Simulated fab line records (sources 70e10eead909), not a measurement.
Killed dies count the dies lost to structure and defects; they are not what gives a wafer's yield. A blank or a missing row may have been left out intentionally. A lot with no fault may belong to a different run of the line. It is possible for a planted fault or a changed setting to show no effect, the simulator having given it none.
Which tool did it? -- flow nand-harc -- 12 lots, 36 wafers sampled, at 5 steps of a route of 1159

WHAT THE GAUGES READ, wafer by wafer
NHARC_A_CONTACT_OVL_MEAS_70.
lot,measured,on,overlay-x-nm (nm),overlay-y-nm (nm)
L425,day 16 11:59,overlay-01,-0.8 -1.4 -1.3,-1.2 -1.3 -1.4
L428,day 17 02:41,overlay-01,1.2 0.6 1.5,-0.1 0.0 0.1
L432,day 18 07:32,overlay-01,1.0 0.2 1.0,0.0 -0.1 0.3
L433,day 18 09:16,overlay-02,-2.1 -2.5 -2.6,-0.1 0.1 0.2
L436,day 18 19:40,overlay-02,1.0 0.5 1.0,1.3 1.1 1.4
L434,day 18 19:58,overlay-02,1.4 1.8 0.8,0.8 0.3 -0.2
L441,day 20 17:15,overlay-01,0.5 0.3 0.1,-2.1 -1.9 -2.2
L442,day 20 18:17,overlay-01,-0.5 -0.6 -0.5,-1.9 -2.0 -2.4
L444,day 21 04:34,overlay-02,0.4 -0.2 0.0,-0.7 -1.0 -0.8
L443,day 21 06:17,overlay-02,0.3 0.3 0.7,0.9 1.1 0.9
L446,day 21 16:25,overlay-01,1.2 1.4 0.9,0.7 1.0 1.1
L447,day 22 21:41,overlay-01,-1.1 -1.6 -1.0,0.7 1.2 1.1

NHARC_END_SORT_01.
lot,measured,on,killed-at-array,killed-at-other,killed-at-periphery,killed-dies,killed-open,killed-short
L432,day 20 16:56,prober-01,672 676 670,2 1 2,3 0 5,677 677 677,3 1 2,3 0 4
L433,day 20 21:56,prober-02,670 668 667,3 2 0,4 7 10,677 677 677,5 2 2,1 0 2
L436,day 21 09:26,prober-01,676 669 670,0 0 0,1 8 7,677 677 677,1 4 9,2 1 3

EACH LOT AND THE TOOL THAT RAN IT (in order: tool; ch and the chambers of the sampled wafers; start)
lot,NHARC_A_CONTACT_ETCH_76,NHARC_A_CONTACT_ETCH_124,NHARC_A_CONTACT_ETCH_130
L425,"rie-diel-05 ch 2,3, day 16 12:15","har-cap-etch-01 ch 1, day 16 13:23","har-cap-etch-01 ch 1, day 16 14:17"
L428,"rie-diel-08 ch 0,1, day 17 03:00","har-cap-etch-02 ch 0,1, day 17 03:57","har-cap-etch-02 ch 0,1, day 17 04:50"
L432,"rie-diel-08 ch 0,2, day 18 07:49","har-cap-etch-03 ch 0,1, day 18 08:47","har-cap-etch-03 ch 0,1, day 18 09:41"
L433,"rie-diel-08 ch 2,3, day 18 09:33","har-cap-etch-02 ch 0,1, day 18 10:34","har-cap-etch-02 ch 0,1, day 18 11:28"
L436,"rie-diel-07 ch 0,1,2, day 18 19:56","har-cap-etch-02 ch 0,1, day 18 20:53","har-cap-etch-02 ch 0,1, day 18 21:48"
L434,"rie-diel-08 ch 0,1,3, day 18 20:21","har-cap-etch-01 ch 0,1, day 18 21:11","har-cap-etch-01 ch 0,1, day 18 22:06"
L441,"rie-diel-08 ch 2,3, day 20 17:31","har-cap-etch-02 ch 0,1, day 20 18:30","har-cap-etch-02 ch 0,1, day 20 19:24"
L442,"rie-diel-08 ch 0,1,2, day 20 18:33","har-cap-etch-01 ch 0,1, day 20 19:32","har-cap-etch-01 ch 0,1, day 20 20:25"
L444,"rie-diel-07 ch 1,2,3, day 21 04:52","har-cap-etch-01 ch 0,1, day 21 05:48","har-cap-etch-01 ch 0,1, day 21 06:41"
L443,"rie-diel-05 ch 0,1,2, day 21 06:48","har-cap-etch-02 ch 0,1, day 21 07:41","har-cap-etch-02 ch 0,1, day 21 08:36"
L446,"rie-diel-05 ch 0,1,2, day 21 17:10","har-cap-etch-01 ch 0,1, day 21 18:08","har-cap-etch-01 ch 0,1, day 21 19:02"
L447,"rie-diel-08 ch 0,1,2, day 22 21:58","har-cap-etch-01 ch 0,1, day 22 22:57","har-cap-etch-01 ch 0,1, day 22 23:51"
- NHARC_A_CONTACT_ETCH_76: etches the open film in N2/H2, target depth 260 nm, time 475.3 s.
- NHARC_A_CONTACT_ETCH_124: etches the open film in C4F8/O2/Ar, time 140 s, target depth 700 nm.
- NHARC_A_CONTACT_ETCH_130: etches the open film in C4F8/O2/Ar, time 155 s, target depth 956 nm.

WHAT THE TOOLS THEMSELVES READ (means of the sampled wafers that have a number; where no wafer has one, the mark that the record gives instead)
NHARC_A_CONTACT_ETCH_76.
lot,tool,bias-w (W),chamber-pressure-mTorr (mTorr),drypump-motor-current-A (A),oes-product-au (a.u.),rf-fwd-power-W (W),rf-vpp-V (V),showerhead-plenum-p-Torr (Torr),throttle-valve-pct (%)
L425,rie-diel-05,150.3,29.988,5.5,1.007,399.8,432.7,2.14,14.170
L428,rie-diel-08,150.6,30.005,5.9,1.014,399.8,430.0,2.02,14.168
L432,rie-diel-08,-,-,-,-,-,-,-,-
L433,rie-diel-08,-,-,-,-,-,-,-,-
L436,rie-diel-07,-,-,-,-,-,-,-,-
L434,rie-diel-08,149.6,30.018,5.8,1.004,400.1,428.9,1.98,14.172
L441,rie-diel-08,150.1,29.988,5.8,1.001,401.4,428.4,1.98,14.165
L442,rie-diel-08,149.8,30.015,6.1,1.006,400.4,429.7,2.00,14.177
L444,rie-diel-07,150.2,30.017,5.5,0.998,400.2,430.2,2.03,14.178
L443,rie-diel-05,149.9,30.021,5.9,1.005,400.2,433.3,2.12,14.173
L446,rie-diel-05,149.9,29.981,5.9,1.003,399.7,432.5,2.12,14.168
L447,rie-diel-08,150.0,30.015,6.1,0.988,399.9,429.4,2.00,14.170

NHARC_A_CONTACT_ETCH_124.
lot,tool,chamber-pressure-mTorr (mTorr),oes-air-line-au (a.u.)
L425,har-cap-etch-01,19.990,1.014
L428,har-cap-etch-02,20.008,1.008
L432,har-cap-etch-03,19.979,1.004
L433,har-cap-etch-02,20.009,0.974
L436,har-cap-etch-02,20.007,1.022
L434,har-cap-etch-01,19.995,1.000
L441,har-cap-etch-02,20.010,1.024
L442,har-cap-etch-01,19.980,1.001
L444,har-cap-etch-01,19.996,0.987
L443,har-cap-etch-02,20.014,1.003
L446,har-cap-etch-01,19.992,1.006
L447,har-cap-etch-01,20.016,0.998

NHARC_A_CONTACT_ETCH_130.
lot,tool,chamber-pressure-mTorr (mTorr),oes-air-line-au (a.u.)
L425,har-cap-etch-01,20.001,0.995
L428,har-cap-etch-02,20.005,1.009
L432,har-cap-etch-03,20.000,1.002
L433,har-cap-etch-02,20.008,0.979
L436,har-cap-etch-02,20.019,1.008
L434,har-cap-etch-01,20.000,1.014
L441,har-cap-etch-02,19.999,1.021
L442,har-cap-etch-01,20.005,0.995
L444,har-cap-etch-01,19.998,0.984
L443,har-cap-etch-02,20.009,0.959
L446,har-cap-etch-01,19.990,0.987
L447,har-cap-etch-01,19.984,1.001

THE ANSWER, worked out from the rows above alone
Rule: the usual values come from the lots themselves. Put in order of their means at a reading, lots are off if they are a third of the lots or fewer, leave a main group of 4 or more, and stand apart from it by a gap of 3 or more times the standard deviation of the main group's means; of several such gaps the widest counts. A main group is skipped when, at the precision printed for the reading in the tables above, its means are all equal. Also off: a lot with no number at a reading for which 4 or more lots have one. The other lots that the step has rows for count as sound. The gauges are gone through in route order, then the tools' own readings, and for those a lot's mean is taken as printed above. At the first step where some lot is off, the reading lying furthest off is the one used; lots without a number count as furthest.
Off at NHARC_A_CONTACT_ETCH_76 (bias-w): L432, L433, L436. Without a number there: L432, L433, L436. Mean 150.0 W and standard deviation 0.28 in the main group.
If a tool, at that step or one of the process steps before it, ran each lot that is off and ran no sound lot following the first of them, it fits. None of those tried fits.

WHAT THE SIMULATOR HAD INSERTED
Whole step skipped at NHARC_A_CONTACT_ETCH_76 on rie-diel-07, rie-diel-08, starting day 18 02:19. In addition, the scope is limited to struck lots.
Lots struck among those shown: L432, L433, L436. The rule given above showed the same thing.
